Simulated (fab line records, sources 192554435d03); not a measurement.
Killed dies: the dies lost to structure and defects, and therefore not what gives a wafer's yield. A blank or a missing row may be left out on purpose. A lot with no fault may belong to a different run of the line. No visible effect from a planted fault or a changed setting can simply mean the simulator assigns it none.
Which tool is to blame? | flow n5-finfet | 24 wafers from 8 lots sampled at 7 of the route's 1938 steps

## WHAT THE GAUGES READ, wafer by wafer
N5_BEOL_M11_OCD_MEAS_38.
lot  | measured     | on     | trench-depth-nm (nm)
L934 | day 12 00:00 | ocd-02 | 147 153 153
L937 | day 12 09:04 | ocd-02 | 154 146 154
L938 | day 12 22:42 | ocd-01 | 144 152 144
L942 | day 14 08:47 | ocd-01 | 149 150 147
L944 | day 14 09:08 | ocd-01 | 161 163 157
L943 | day 14 18:02 | ocd-02 | 165 156 161
L951 | day 16 14:04 | ocd-02 | 149 148 153
L954 | day 17 16:17 | ocd-01 | 151 144 151

N5_BEOL_M11_THK_MEAS_53: measures by xrf.
lot  | measured     | on            | M11_THK (nm)
L934 | day 12 02:25 | film-metro-01 | 139 146 145
L937 | day 12 11:35 | film-metro-01 | 146 135 144
L938 | day 13 01:38 | film-metro-01 | 134 142 135
L942 | day 14 11:23 | film-metro-02 | 140 138 137
L944 | day 14 11:37 | film-metro-02 | 153 152 149
L943 | day 14 20:33 | film-metro-02 | 156 147 149
L951 | day 16 18:00 | film-metro-01 | 140 141 146
L954 | day 17 18:32 | film-metro-02 | 141 136 142

N5_BEOL_M11_RS_MEAS_57: a four-point-probe measurement.
lot  | measured     | on            | M11_RS (ohm/sq)
L934 | day 12 02:33 | film-metro-01 | 0.154 0.145 0.146
L937 | day 12 11:43 | film-metro-02 | 0.144 0.156 0.147
L938 | day 13 01:46 | film-metro-02 | 0.157 0.148 0.156
L942 | day 14 11:31 | film-metro-01 | 0.149 0.151 0.154
L944 | day 14 11:44 | film-metro-02 | 0.137 0.138 0.142
L943 | day 14 20:40 | film-metro-02 | 0.134 0.143 0.141
L951 | day 16 18:08 | film-metro-01 | 0.151 0.151 0.144
L954 | day 17 18:40 | film-metro-02 | 0.150 0.156 0.148

## TOOL THAT RAN EACH LOT (tool first, then ch and the chambers of the sampled wafers, then the start)
lot  | N5_BEOL_M11_DESCUM_33              | N5_BEOL_M11_TRENCH_ETCH_37         | N5_BEOL_M11_ETCH_41                           | N5_BEOL_M11_DEGAS_44
L934 | rie-diel-06 ch 0,1, day 11 23:30   | rie-diel-06 ch 0,1, day 11 23:49   | rie-diel-06 ch 0,1, day 12 00:00 or earlier   | pvd-sputter-03, day 12 00:43
L937 | rie-diel-06 ch 1,2, day 12 08:35   | rie-diel-06 ch 1,2, day 12 08:53   | rie-diel-06 ch 1,2, day 12 09:04 or earlier   | pvd-sputter-01, day 12 09:46
L938 | rie-diel-06 ch 1,2,3, day 12 22:12 | rie-diel-06 ch 1,2,3, day 12 22:31 | rie-diel-06 ch 1,2,3, day 12 22:42 or earlier | pvd-sputter-01, day 12 23:28
L942 | rie-diel-01 ch 1,2,3, day 14 08:17 | rie-diel-01 ch 1,2,3, day 14 08:36 | rie-diel-01 ch 1,2,3, day 14 08:47 or earlier | pvd-sputter-03, day 14 09:40
L944 | rie-diel-06 ch 0,3, day 14 08:39   | rie-diel-06 ch 0,3, day 14 08:58   | rie-diel-06 ch 0,3, day 14 09:08 or earlier   | pvd-sputter-03, day 14 10:02
L943 | rie-diel-06 ch 0,1,2, day 14 17:32 | rie-diel-06 ch 0,1,2, day 14 17:50 | rie-diel-06 ch 0,1,2, day 14 18:02 or earlier | pvd-sputter-03, day 14 18:47
L951 | rie-diel-03 ch 0,1,3, day 16 13:35 | rie-diel-03 ch 0,1,3, day 16 13:53 | rie-diel-03 ch 0,1,3, day 16 14:04 or earlier | pvd-sputter-03, day 16 14:59
L954 | rie-diel-06 ch 1,2, day 17 15:47   | rie-diel-06 ch 1,2, day 17 16:07   | rie-diel-06 ch 1,2, day 17 16:17 or earlier   | pvd-sputter-03, day 17 16:51
- N5_BEOL_M11_DESCUM_33: chemistry O2, time 7.9 s.
- N5_BEOL_M11_TRENCH_ETCH_37: etches SiCOH lowk in C4F6/O2, target depth 148.83 nm, time 48 s.
- N5_BEOL_M11_ETCH_41: etches SiCN in CH3F/O2, target depth 42.6 nm, time 86 s.
- N5_BEOL_M11_DEGAS_44: time 60 s.

## AS READ BY THE TOOLS THEMSELVES (means over the sampled wafers that have a number; for cases with no such wafer, the mark the record gives instead)
N5_BEOL_M11_DESCUM_33.
lot  | tool        | drypump-motor-current-A (A) | oes-product-au (a.u.) | rf-fwd-power-W (W) | rf-vpp-V (V) | showerhead-plenum-p-Torr (Torr) | throttle-valve-pct (%)
L934 | rie-diel-06 | 5.7                         | 0.88                  | 49.27              | 243.6        | 2.13                            | 20.28
L937 | rie-diel-06 | 5.5                         | 0.82                  | 49.45              | 244.3        | 2.14                            | 20.43
L938 | rie-diel-06 | 5.7                         | 0.78                  | 49.63              | 243.1        | 2.13                            | 20.44
L942 | rie-diel-01 | 6.0                         | 0.75                  | 49.23              | 242.8        | 2.08                            | 20.50
L944 | rie-diel-06 | 6.4                         | 0.81                  | 49.19              | 243.6        | 2.11                            | 20.09
L943 | rie-diel-06 | 5.9                         | 0.80                  | 49.46              | 243.9        | 2.13                            | 20.23
L951 | rie-diel-03 | 5.1                         | 0.78                  | 49.49              | 242.1        | 2.04                            | 20.57
L954 | rie-diel-06 | 5.5                         | 0.78                  | 49.45              | 242.7        | 2.13                            | 20.50

N5_BEOL_M11_TRENCH_ETCH_37.
lot  | tool        | drypump-motor-current-A (A) | oes_f_703_au (a.u.) | oes_o_777_au (a.u.) | oes-product-au (a.u.) | rf-fwd-power-W (W) | rf-vpp-V (V) | showerhead-plenum-p-Torr (Torr) | throttle-valve-pct (%)
L934 | rie-diel-06 | 5.7                         | 0.89                | 0.89                | 0.88                  | 341.6              | 656          | 2.91                            | 20.90
L937 | rie-diel-06 | 5.5                         | 0.84                | 0.83                | 0.83                  | 342.7              | 661          | 2.94                            | 21.15
L938 | rie-diel-06 | 5.7                         | 0.78                | 0.78                | 0.77                  | 342.1              | 669          | 2.90                            | 21.03
L942 | rie-diel-01 | 6.0                         | 0.75                | 0.76                | 0.75                  | 340.7              | 671          | 2.81                            | 20.92
L944 | rie-diel-06 | 6.4                         | 1.03                | 0.99                | 0.85                  | 423.0              | 599          | 2.85                            | 20.53
L943 | rie-diel-06 | 5.9                         | 1.03                | 0.99                | 0.84                  | 424.6              | 595          | 2.92                            | 20.91
L951 | rie-diel-03 | 5.1                         | 0.77                | 0.77                | 0.78                  | 342.5              | 671          | 2.78                            | 21.03
L954 | rie-diel-06 | 5.5                         | 0.80                | 0.79                | 0.78                  | 341.7              | 660          | 2.92                            | 21.22

N5_BEOL_M11_ETCH_41.
lot  | tool        | CH3F_flow_sccm (sccm) | drypump-motor-current-A (A) | oes-product-au (a.u.) | rf-fwd-power-W (W) | rf-vpp-V (V) | showerhead-plenum-p-Torr (Torr) | throttle-valve-pct (%)
L934 | rie-diel-06 | 29.90                 | 5.7                         | 0.88                  | 392.5              | 298.4        | 2.05                            | 16.23
L937 | rie-diel-06 | 29.85                 | 5.5                         | 0.83                  | 392.8              | 298.7        | 2.07                            | 16.46
L938 | rie-diel-06 | 30.01                 | 5.7                         | 0.77                  | 391.8              | 298.4        | 2.05                            | 16.40
L942 | rie-diel-01 | 29.96                 | 6.0                         | 0.75                  | 391.7              | 297.7        | 1.97                            | 16.34
L944 | rie-diel-06 | 30.01                 | 6.4                         | 0.81                  | 392.1              | 297.3        | 2.01                            | 15.95
L943 | rie-diel-06 | 30.03                 | 5.9                         | 0.80                  | 391.5              | 298.4        | 2.05                            | 16.26
L951 | rie-diel-03 | 30.00                 | 5.1                         | 0.78                  | 392.9              | 296.9        | 1.95                            | 16.41
L954 | rie-diel-06 | 30.10                 | 5.4                         | 0.78                  | 392.2              | 298.1        | 2.05                            | 16.53

N5_BEOL_M11_DEGAS_44.
lot  | tool           | heater-power-w (W)
L934 | pvd-sputter-03 | 342
L937 | pvd-sputter-01 | 315
L938 | pvd-sputter-01 | 322
L942 | pvd-sputter-03 | 330
L944 | pvd-sputter-03 | 356
L943 | pvd-sputter-03 | 330
L951 | pvd-sputter-03 | 321
L954 | pvd-sputter-03 | 347

## THE ANSWER, worked out from the rows above alone
Rule: usual is defined by the lots themselves. The widest of any qualifying gaps counts: lots, ordered by their means at a reading, are off when they make up no more than a third of the lots, leave a main group of 4 or more, and stand apart from it by 3 or more times the standard deviation of that group's means. The tables above print the reading to a certain number of digits; a main group whose means all agree to those digits is not used. A lot without any number at a reading at which 4 lots or more have one is off too. Any other lot the step has rows for is counted as sound. After the gauges, taken in route order, come the tools' own readings; for these a lot's mean is taken, as printed above. The first step at which some lot is off is used, and at that step the reading that is off furthest; a lot without a number counts as furthest.
Off, at N5_BEOL_M11_OCD_MEAS_38 on trench-depth-nm: L944, L943. The main group has a mean of 149 nm with a standard deviation of 1.6.
A tool fits if, at a process step before that reading, it ran every lot that is off, and no sound lot after the first of them. The gauges at N5_BEOL_M11_OCD_MEAS_38 aren't tried: what is off there is off at N5_BEOL_M11_THK_MEAS_53 too, on other tools, and a gauge's error can't cause that. Because N5_BEOL_M11_ETCH_41 lacks a start for some lots, the hours and order of its lots are taken from N5_BEOL_M11_OCD_MEAS_38. Of those tried, none fits.

## WHAT THE SIMULATOR HAD PUT IN
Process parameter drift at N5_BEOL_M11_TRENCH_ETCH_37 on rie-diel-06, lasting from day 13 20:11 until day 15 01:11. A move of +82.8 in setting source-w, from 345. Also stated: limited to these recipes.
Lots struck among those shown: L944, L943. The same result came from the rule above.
